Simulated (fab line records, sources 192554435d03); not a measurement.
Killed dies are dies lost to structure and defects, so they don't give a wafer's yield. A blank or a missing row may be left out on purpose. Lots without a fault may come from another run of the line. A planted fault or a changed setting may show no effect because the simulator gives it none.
Split-lot experiment | flow n5_finfet | 7 lots, 21 wafers read, on a route of 1938 steps

THE SPLIT
At N5_BEOL_M9_COAT_22 (resist thk 30 nm), the setting spin_rpm was moved away from the recipe's 1500 rpm on 9 of the 21 wafers read, by -6.6% to +10.3%. The other wafers ran this setting at the recipe's value.

The reading is taken at the split's own step.

THE READING
CAR-EUV_of_BEOL_M9_COAT_22.thk_nm (the simulator's own value, which no gauge read), in nm, at N5_BEOL_M9_COAT_22 (resist thk 30 nm). The file gives no usual value for it. The 12 wafers here that ran the recipe average 30.0 nm, standard deviation 0.14 nm.

wafer  | tool, chamber at the split | spin_rpm as run, rpm | against the recipe | CAR-EUV_of_BEOL_M9_COAT_22.thk_nm, nm | against lot-mates on the recipe
L076.1 | litho_track-03, 0          | 1500                 | recipe             | 30                                    | -
L076.4 | litho_track-03, 0          | 1500                 | recipe             | 30                                    | -
L076.6 | litho_track-03, 0          | 1500                 | recipe             | 30                                    | -
L077.4 | litho_track-05, 0          | 1500                 | recipe             | 30.2                                  | -
L077.5 | litho_track-05, 0          | 1612                 | +7.5%              | 29.2                                  | -1.0
L077.6 | litho_track-05, 0          | 1612                 | +7.5%              | 29                                    | -1.2
L078.1 | litho_track-05, 0          | 1500                 | recipe             | 30.2                                  | -
L078.3 | litho_track-05, 0          | 1500                 | recipe             | 30                                    | -
L078.5 | litho_track-05, 0          | 1415                 | -5.7%              | 31                                    | +0.9
L083.2 | litho_track-05, 0          | 1401                 | -6.6%              | 31.2                                  | +1.2
L083.6 | litho_track-05, 0          | 1401                 | -6.6%              | 31.2                                  | +1.2
L083.4 | litho_track-05, 0          | 1500                 | recipe             | 30                                    | -
L089.2 | litho_track-03, 0          | 1500                 | recipe             | 30                                    | -
L089.4 | litho_track-03, 0          | 1619                 | +7.9%              | 29                                    | -1.1
L089.6 | litho_track-03, 0          | 1500                 | recipe             | 30.2                                  | -
L090.1 | litho_track-02, 0          | 1558                 | +3.9%              | 29.6                                  | -0.6
L090.5 | litho_track-02, 0          | 1558                 | +3.9%              | 29.6                                  | -0.6
L090.3 | litho_track-02, 0          | 1500                 | recipe             | 30.2                                  | -
L096.2 | litho_track-03, 0          | 1655                 | +10.3%             | 28.6                                  | -1.2
L096.5 | litho_track-03, 0          | 1500                 | recipe             | 29.8                                  | -
L096.6 | litho_track-03, 0          | 1500                 | recipe             | 29.8                                  | -

THE FIT
A straight line over all 21 wafers: CAR-EUV_of_BEOL_M9_COAT_22.thk_nm changes by -0.145 nm for each +1% of spin_rpm; r = -0.98; the points scatter about the line by 0.14 nm.
The same after taking each lot's own level away (the mean of its wafers on the recipe; 21 wafers): -0.149 nm for each +1%; r = -0.99; scatter 0.11 nm.
On that fit, the largest move of spin_rpm shifts the reading by 1.5 nm.
The lots' own levels span 29.80 to 30.20 nm, that is 2.9 times the standard deviation above.
So the lot-to-lot level changes the slope little: the two slopes agree.
Check: with one of the wafers moved furthest among these (+10.3%) left out of the fit, the line predicts -1.6 nm for it against its lot-mates. It came out at -1.2 nm against them.

OTHER SPLITS ON THESE WAFERS
These wafers also went through other splits before the reading. Each is held against what the fit with the lots' levels taken away leaves over:
other split on the same wafers    | wafers away from the commonest value | r with CAR-EUV_of_BEOL_M9_COAT_22.thk_nm (lot level and that fit taken away)
N5_BEOL_M5_COAT_74 spin_rpm       | 10                                   | -0.27
N5_BEOL_M5_DEP_56 time_s          | 8                                    | -0.09
N5_BEOL_M6_HM_DEP_02 target_thk_a | 7                                    | -0.10
N5_BEOL_M7_PECVD_70 temp_c        | 7                                    | -0.20
N5_BEOL_M7_HM_DEP_02 target_thk_a | 5                                    | +0.05
N5_BEOL_M8_DESCUM_16 time_s       | 11                                   | -0.03
N5_BEOL_M8_ETCH_62 source_w       | 7                                    | -0.19
N5_BEOL_M9_ETCH_62 source_w       | 8                                    | -0.03

THE FILE'S OWN FIT
CAR-EUV_of_BEOL_M9_COAT_22.thk_nm changes by -0.141 nm for each +1% of spin_rpm, r = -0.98.
